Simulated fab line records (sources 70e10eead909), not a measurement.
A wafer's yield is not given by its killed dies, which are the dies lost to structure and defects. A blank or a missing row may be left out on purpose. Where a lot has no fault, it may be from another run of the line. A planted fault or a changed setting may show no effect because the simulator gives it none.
Which tool was responsible? / flow nandHarc / 14 lots with 42 wafers sampled at 4 steps, on a route of 1302 steps

## WHAT EACH GAUGE READ, for each wafer
The record holds no reading of a measuring or inspecting step that can be judged against a usual standard deviation.

## WHICH TOOL RAN EACH LOT (tool, then ch and the chambers of the sampled wafers, then the start)
lot=L307; NHARC_P_M1_DEP_33=pecvd-02 ch 1,2, day 6 17:09; NHARC_P_M2_DESCUM_14=rieDiel-09 ch 0,1,2, day 6 18:49; NHARC_P_M2_STRIP_18=rieDiel-04 ch 1,2,3, day 6 19:13; NHARC_P_M2_CMP_23=cmp-03 ch 1,2,3, day 6 20:56
lot=L308; NHARC_P_M1_DEP_33=pecvd-01 ch 0,1, day 6 23:28; NHARC_P_M2_DESCUM_14=rieDiel-04 ch 0,1, day 7 00:44; NHARC_P_M2_STRIP_18=rieDiel-04 ch 1,2, day 7 01:07; NHARC_P_M2_CMP_23=cmp-03 ch 0,1,2, day 7 02:55
lot=L309; NHARC_P_M1_DEP_33=pecvd-04 ch 0,1,2, day 7 09:07; NHARC_P_M2_DESCUM_14=rieDiel-09 ch 2,3, day 7 10:25; NHARC_P_M2_STRIP_18=rieDiel-13 ch 1,2,3, day 7 10:51; NHARC_P_M2_CMP_23=cmp-01 ch 0,2,3, day 7 12:37
lot=L310; NHARC_P_M1_DEP_33=pecvd-02 ch 0,1,2, day 7 14:50; NHARC_P_M2_DESCUM_14=rieDiel-09 ch 1,2,3, day 7 16:16; NHARC_P_M2_STRIP_18=rieDiel-04 ch 1,2,3, day 7 16:42; NHARC_P_M2_CMP_23=cmp-03 ch 0,1,2, day 7 18:26
lot=L311; NHARC_P_M1_DEP_33=pecvd-04 ch 1,2, day 8 01:09; NHARC_P_M2_DESCUM_14=rieDiel-09 ch 0,1,3, day 8 02:28; NHARC_P_M2_STRIP_18=rieDiel-09 ch 0,2,3, day 8 02:52; NHARC_P_M2_CMP_23=cmp-04 ch 0,1,3, day 8 04:37
lot=L312; NHARC_P_M1_DEP_33=pecvd-01 ch 1,2, day 9 01:48; NHARC_P_M2_DESCUM_14=rieDiel-09 ch 1,2,3, day 9 03:23; NHARC_P_M2_STRIP_18=rieDiel-04 ch 1,2,3, day 9 03:49; NHARC_P_M2_CMP_23=cmp-01 ch 1,2, day 9 05:27
lot=L315; NHARC_P_M1_DEP_33=pecvd-04 ch 1,2, day 9 23:14; NHARC_P_M2_DESCUM_14=rieDiel-09 ch 0,1,3, day 10 00:41; NHARC_P_M2_STRIP_18=rieDiel-04 ch 0,2,3, day 10 01:04; NHARC_P_M2_CMP_23=cmp-03 ch 0,1,2, day 10 02:49
lot=L317; NHARC_P_M1_DEP_33=pecvd-01 ch 0,1,2, day 10 11:38; NHARC_P_M2_DESCUM_14=rieDiel-04 ch 0,1,2, day 10 12:53; NHARC_P_M2_STRIP_18=rieDiel-09 ch 1,2,3, day 10 13:19; NHARC_P_M2_CMP_23=cmp-03 ch 0,1,2, day 10 15:01
lot=L316; NHARC_P_M1_DEP_33=pecvd-04 ch 0,1, day 10 12:51; NHARC_P_M2_DESCUM_14=rieDiel-09 ch 1,2,3, day 10 14:26; NHARC_P_M2_STRIP_18=rieDiel-04 ch 0,2,3, day 10 14:48; NHARC_P_M2_CMP_23=cmp-03 ch 0,1,3, day 10 16:31
lot=L323; NHARC_P_M1_DEP_33=pecvd-04 ch 0,2, day 13 07:34; NHARC_P_M2_DESCUM_14=rieDiel-13 ch 1,2,3, day 13 08:58; NHARC_P_M2_STRIP_18=rieDiel-09 ch 0,1,2, day 13 09:23; NHARC_P_M2_CMP_23=cmp-01 ch 0,1,2, day 13 11:08
lot=L324; NHARC_P_M1_DEP_33=pecvd-01 ch 0,1,2, day 13 08:08; NHARC_P_M2_DESCUM_14=rieDiel-13 ch 0,1,2, day 13 09:28; NHARC_P_M2_STRIP_18=rieDiel-09 ch 1,2,3, day 13 09:52; NHARC_P_M2_CMP_23=cmp-03 ch 0,1,3, day 13 11:34
lot=L328; NHARC_P_M1_DEP_33=pecvd-04 ch 0,2, day 15 11:08; NHARC_P_M2_DESCUM_14=rieDiel-04 ch 0,1, day 15 12:34; NHARC_P_M2_STRIP_18=rieDiel-09 ch 0,1,2, day 15 12:59; NHARC_P_M2_CMP_23=cmp-03 ch 1,3, day 15 14:41
lot=L329; NHARC_P_M1_DEP_33=pecvd-01 ch 0,1,2, day 15 12:55; NHARC_P_M2_DESCUM_14=rieDiel-09 ch 0,2,3, day 15 14:11; NHARC_P_M2_STRIP_18=rieDiel-09 ch 0,2, day 15 14:35; NHARC_P_M2_CMP_23=cmp-03 ch 1,2,3, day 15 16:16
lot=L330; NHARC_P_M1_DEP_33=pecvd-02 ch 0,2, day 15 20:27; NHARC_P_M2_DESCUM_14=rieDiel-13 ch 0,1,2, day 15 21:53; NHARC_P_M2_STRIP_18=rieDiel-13 ch 0,1,3, day 15 22:16; NHARC_P_M2_CMP_23=cmp-04 ch 0,1,2, day 16 00:01
- NHARC_P_M1_DEP_33: deposits SiCN, target thk 30 nm.
- NHARC_P_M2_DESCUM_14: chemistry O2, time 3 s.
- NHARC_P_M2_STRIP_18: strips in N2/H2.
- NHARC_P_M2_CMP_23: polishes, t overpolish 20 s, target thk 144.3 nm.

## WHAT THE TOOLS THEMSELVES READ (means of the sampled wafers that have a number; where no wafer has one, the mark that the record gives instead)
NHARC_P_M1_DEP_33. Usual: heaterPowerW at 597 W, with a standard deviation of 89.
lot=L307; tool=pecvd-02; heaterPowerW (W)=563; flag=
lot=L308; tool=pecvd-01; heaterPowerW (W)=676; flag=
lot=L309; tool=pecvd-04; heaterPowerW (W)=591; flag=
lot=L310; tool=pecvd-02; heaterPowerW (W)=566; flag=
lot=L311; tool=pecvd-04; heaterPowerW (W)=514; flag=
lot=L312; tool=pecvd-01; heaterPowerW (W)=581; flag=
lot=L315; tool=pecvd-04; heaterPowerW (W)=543; flag=
lot=L317; tool=pecvd-01; heaterPowerW (W)=640; flag=
lot=L316; tool=pecvd-04; heaterPowerW (W)=625; flag=
lot=L323; tool=pecvd-04; heaterPowerW (W)=693; flag=
lot=L324; tool=pecvd-01; heaterPowerW (W)=585; flag=
lot=L328; tool=pecvd-04; heaterPowerW (W)=700; flag=
lot=L329; tool=pecvd-01; heaterPowerW (W)=609; flag=
lot=L330; tool=pecvd-02; heaterPowerW (W)=586; flag=

NHARC_P_M2_DESCUM_14. Usual: drypumpMotorCurrentA 5.5 A, standard deviation 0.46; oesProductAu 1.003 a.u., standard deviation 0.0083; rfVppV 57.8 V, standard deviation 0.9; showerheadPlenumPTorr 1.90 Torr, standard deviation 0.081; throttleValvePct 11.312 %, standard deviation 0.0084.
lot=L307; tool=rieDiel-09; drypumpMotorCurrentA (A)=5.8; oesProductAu (a.u.)=1.001; rfVppV (V)=58.0; showerheadPlenumPTorr (Torr)=1.98; throttleValvePct (%)=11.317; flag=
lot=L308; tool=rieDiel-04; drypumpMotorCurrentA (A)=5.4; oesProductAu (a.u.)=1.009; rfVppV (V)=57.5; showerheadPlenumPTorr (Torr)=1.89; throttleValvePct (%)=11.313; flag=
lot=L309; tool=rieDiel-09; drypumpMotorCurrentA (A)=5.2; oesProductAu (a.u.)=1.004; rfVppV (V)=58.1; showerheadPlenumPTorr (Torr)=1.96; throttleValvePct (%)=11.310; flag=
lot=L310; tool=rieDiel-09; drypumpMotorCurrentA (A)=5.5; oesProductAu (a.u.)=0.999; rfVppV (V)=58.0; showerheadPlenumPTorr (Torr)=1.97; throttleValvePct (%)=11.310; flag=
lot=L311; tool=rieDiel-09; drypumpMotorCurrentA (A)=5.6; oesProductAu (a.u.)=0.998; rfVppV (V)=59.7; showerheadPlenumPTorr (Torr)=1.94; throttleValvePct (%)=11.318; flag=
lot=L312; tool=rieDiel-09; drypumpMotorCurrentA (A)=5.5; oesProductAu (a.u.)=0.989; rfVppV (V)=58.2; showerheadPlenumPTorr (Torr)=1.97; throttleValvePct (%)=11.318; flag=
lot=L315; tool=rieDiel-09; drypumpMotorCurrentA (A)=5.6; oesProductAu (a.u.)=0.996; rfVppV (V)=57.7; showerheadPlenumPTorr (Torr)=1.94; throttleValvePct (%)=11.310; flag=
lot=L317; tool=rieDiel-04; drypumpMotorCurrentA (A)=5.8; oesProductAu (a.u.)=0.993; rfVppV (V)=57.9; showerheadPlenumPTorr (Torr)=1.85; throttleValvePct (%)=11.312; flag=
lot=L316; tool=rieDiel-09; drypumpMotorCurrentA (A)=5.5; oesProductAu (a.u.)=1.000; rfVppV (V)=58.3; showerheadPlenumPTorr (Torr)=1.97; throttleValvePct (%)=11.316; flag=
lot=L323; tool=rieDiel-13; drypumpMotorCurrentA (A)=5.6; oesProductAu (a.u.)=1.007; rfVppV (V)=57.6; showerheadPlenumPTorr (Torr)=1.83; throttleValvePct (%)=11.313; flag=
lot=L324; tool=rieDiel-13; drypumpMotorCurrentA (A)=5.4; oesProductAu (a.u.)=1.002; rfVppV (V)=57.4; showerheadPlenumPTorr (Torr)=1.82; throttleValvePct (%)=11.321; flag=
lot=L328; tool=rieDiel-04; drypumpMotorCurrentA (A)=5.3; oesProductAu (a.u.)=0.999; rfVppV (V)=57.8; showerheadPlenumPTorr (Torr)=1.87; throttleValvePct (%)=11.311; flag=
lot=L329; tool=rieDiel-09; drypumpMotorCurrentA (A)=5.3; oesProductAu (a.u.)=0.999; rfVppV (V)=57.3; showerheadPlenumPTorr (Torr)=1.93; throttleValvePct (%)=11.315; flag=
lot=L330; tool=rieDiel-13; drypumpMotorCurrentA (A)=5.4; oesProductAu (a.u.)=1.016; rfVppV (V)=57.6; showerheadPlenumPTorr (Torr)=1.82; throttleValvePct (%)=11.314; flag=

NHARC_P_M2_STRIP_18. Usual: chamberPressureMTorr 30.002 mTorr, standard deviation 0.03; drypumpMotorCurrentA 5.6 A, standard deviation 0.52; oesProductAu 1.002 a.u., standard deviation 0.0086; rfVppV 90.6 V, standard deviation 1; showerheadPlenumPTorr 2.03 Torr, standard deviation 0.091; throttleValvePct 14.172 %, standard deviation 0.0082.
lot=L307; tool=rieDiel-04; chamberPressureMTorr (mTorr)=29.996; drypumpMotorCurrentA (A)=5.7; oesProductAu (a.u.)=1.000; rfVppV (V)=90.4; showerheadPlenumPTorr (Torr)=2.00; throttleValvePct (%)=14.165; flag=
lot=L308; tool=rieDiel-04; chamberPressureMTorr (mTorr)=30.025; drypumpMotorCurrentA (A)=5.7; oesProductAu (a.u.)=0.994; rfVppV (V)=90.3; showerheadPlenumPTorr (Torr)=1.96; throttleValvePct (%)=14.180; flag=
lot=L309; tool=rieDiel-13; chamberPressureMTorr (mTorr)=29.995; drypumpMotorCurrentA (A)=5.5; oesProductAu (a.u.)=0.998; rfVppV (V)=90.1; showerheadPlenumPTorr (Torr)=1.95; throttleValvePct (%)=14.172; flag=
lot=L310; tool=rieDiel-04; chamberPressureMTorr (mTorr)=29.979; drypumpMotorCurrentA (A)=5.7; oesProductAu (a.u.)=0.998; rfVppV (V)=89.7; showerheadPlenumPTorr (Torr)=2.00; throttleValvePct (%)=14.173; flag=
lot=L311; tool=rieDiel-09; chamberPressureMTorr (mTorr)=30.004; drypumpMotorCurrentA (A)=5.3; oesProductAu (a.u.)=0.998; rfVppV (V)=90.4; showerheadPlenumPTorr (Torr)=2.06; throttleValvePct (%)=14.169; flag=
lot=L312; tool=rieDiel-04; chamberPressureMTorr (mTorr)=30.016; drypumpMotorCurrentA (A)=5.7; oesProductAu (a.u.)=1.007; rfVppV (V)=90.8; showerheadPlenumPTorr (Torr)=2.00; throttleValvePct (%)=14.177; flag=
lot=L315; tool=rieDiel-04; chamberPressureMTorr (mTorr)=30.038; drypumpMotorCurrentA (A)=5.7; oesProductAu (a.u.)=1.006; rfVppV (V)=90.7; showerheadPlenumPTorr (Torr)=2.01; throttleValvePct (%)=14.166; flag=
lot=L317; tool=rieDiel-09; chamberPressureMTorr (mTorr)=30.006; drypumpMotorCurrentA (A)=5.5; oesProductAu (a.u.)=1.005; rfVppV (V)=91.3; showerheadPlenumPTorr (Torr)=2.11; throttleValvePct (%)=14.168; flag=
lot=L316; tool=rieDiel-04; chamberPressureMTorr (mTorr)=29.983; drypumpMotorCurrentA (A)=5.7; oesProductAu (a.u.)=1.002; rfVppV (V)=90.1; showerheadPlenumPTorr (Torr)=2.01; throttleValvePct (%)=14.179; flag=
lot=L323; tool=rieDiel-09; chamberPressureMTorr (mTorr)=-; drypumpMotorCurrentA (A)=-; oesProductAu (a.u.)=-; rfVppV (V)=-; showerheadPlenumPTorr (Torr)=-; throttleValvePct (%)=-; flag=OFF
lot=L324; tool=rieDiel-09; chamberPressureMTorr (mTorr)=-; drypumpMotorCurrentA (A)=-; oesProductAu (a.u.)=-; rfVppV (V)=-; showerheadPlenumPTorr (Torr)=-; throttleValvePct (%)=-; flag=OFF
lot=L328; tool=rieDiel-09; chamberPressureMTorr (mTorr)=30.010; drypumpMotorCurrentA (A)=5.8; oesProductAu (a.u.)=0.997; rfVppV (V)=91.0; showerheadPlenumPTorr (Torr)=2.11; throttleValvePct (%)=14.175; flag=
lot=L329; tool=rieDiel-09; chamberPressureMTorr (mTorr)=30.035; drypumpMotorCurrentA (A)=5.6; oesProductAu (a.u.)=1.004; rfVppV (V)=91.3; showerheadPlenumPTorr (Torr)=2.06; throttleValvePct (%)=14.170; flag=
lot=L330; tool=rieDiel-13; chamberPressureMTorr (mTorr)=30.003; drypumpMotorCurrentA (A)=5.5; oesProductAu (a.u.)=1.002; rfVppV (V)=89.2; showerheadPlenumPTorr (Torr)=1.94; throttleValvePct (%)=14.169; flag=

NHARC_P_M2_CMP_23. Usual: motorCurrentA 12.2 A, standard deviation 1.1; slurryFilterDpKPa 13.50 kPa, standard deviation 0.14; timeToEndpointS 28.2 s, standard deviation 2.3.
lot=L307; tool=cmp-03; motorCurrentA (A)=12.4; slurryFilterDpKPa (kPa)=13.52; timeToEndpointS (s)=27.7; flag=
lot=L308; tool=cmp-03; motorCurrentA (A)=12.6; slurryFilterDpKPa (kPa)=13.58; timeToEndpointS (s)=27.6; flag=
lot=L309; tool=cmp-01; motorCurrentA (A)=11.3; slurryFilterDpKPa (kPa)=13.43; timeToEndpointS (s)=27.1; flag=
lot=L310; tool=cmp-03; motorCurrentA (A)=12.5; slurryFilterDpKPa (kPa)=13.50; timeToEndpointS (s)=29.9; flag=
lot=L311; tool=cmp-04; motorCurrentA (A)=12.6; slurryFilterDpKPa (kPa)=13.52; timeToEndpointS (s)=27.6; flag=
lot=L312; tool=cmp-01; motorCurrentA (A)=10.5; slurryFilterDpKPa (kPa)=13.54; timeToEndpointS (s)=27.6; flag=
lot=L315; tool=cmp-03; motorCurrentA (A)=13.0; slurryFilterDpKPa (kPa)=13.64; timeToEndpointS (s)=24.9; flag=
lot=L317; tool=cmp-03; motorCurrentA (A)=12.7; slurryFilterDpKPa (kPa)=13.47; timeToEndpointS (s)=27.7; flag=
lot=L316; tool=cmp-03; motorCurrentA (A)=12.3; slurryFilterDpKPa (kPa)=13.41; timeToEndpointS (s)=30.2; flag=
lot=L323; tool=cmp-01; motorCurrentA (A)=11.3; slurryFilterDpKPa (kPa)=13.54; timeToEndpointS (s)=28.4; flag=
lot=L324; tool=cmp-03; motorCurrentA (A)=11.7; slurryFilterDpKPa (kPa)=13.62; timeToEndpointS (s)=28.6; flag=
lot=L328; tool=cmp-03; motorCurrentA (A)=12.2; slurryFilterDpKPa (kPa)=13.41; timeToEndpointS (s)=31.0; flag=
lot=L329; tool=cmp-03; motorCurrentA (A)=12.5; slurryFilterDpKPa (kPa)=13.52; timeToEndpointS (s)=30.3; flag=
lot=L330; tool=cmp-04; motorCurrentA (A)=13.3; slurryFilterDpKPa (kPa)=13.50; timeToEndpointS (s)=27.7; flag=

## THE ANSWER, worked out from the rows above alone
Rule: a lot counts as off when the mean over its wafers that have a number is more than 3 standard deviations away from the usual mean. A lot without any number at a reading at which 4 lots or more have one is off too. Any other lot the step has rows for is counted as sound. Order of review: gauges by route order, followed by the tools' own readings, for which a lot's mean as printed above is used. At the first step where some lot is off, the reading lying furthest off is the one used; lots without a number count as furthest.
Off: L323, L324 (NHARC_P_M2_STRIP_18, chamberPressureMTorr). Without a number there: L323, L324.
A tool fits if, at that step or a process step before it, it ran every lot that is off, and no sound lot after the first of them. Not one of the candidates tried fits.

## WHAT WAS PUT IN BY THE SIMULATOR
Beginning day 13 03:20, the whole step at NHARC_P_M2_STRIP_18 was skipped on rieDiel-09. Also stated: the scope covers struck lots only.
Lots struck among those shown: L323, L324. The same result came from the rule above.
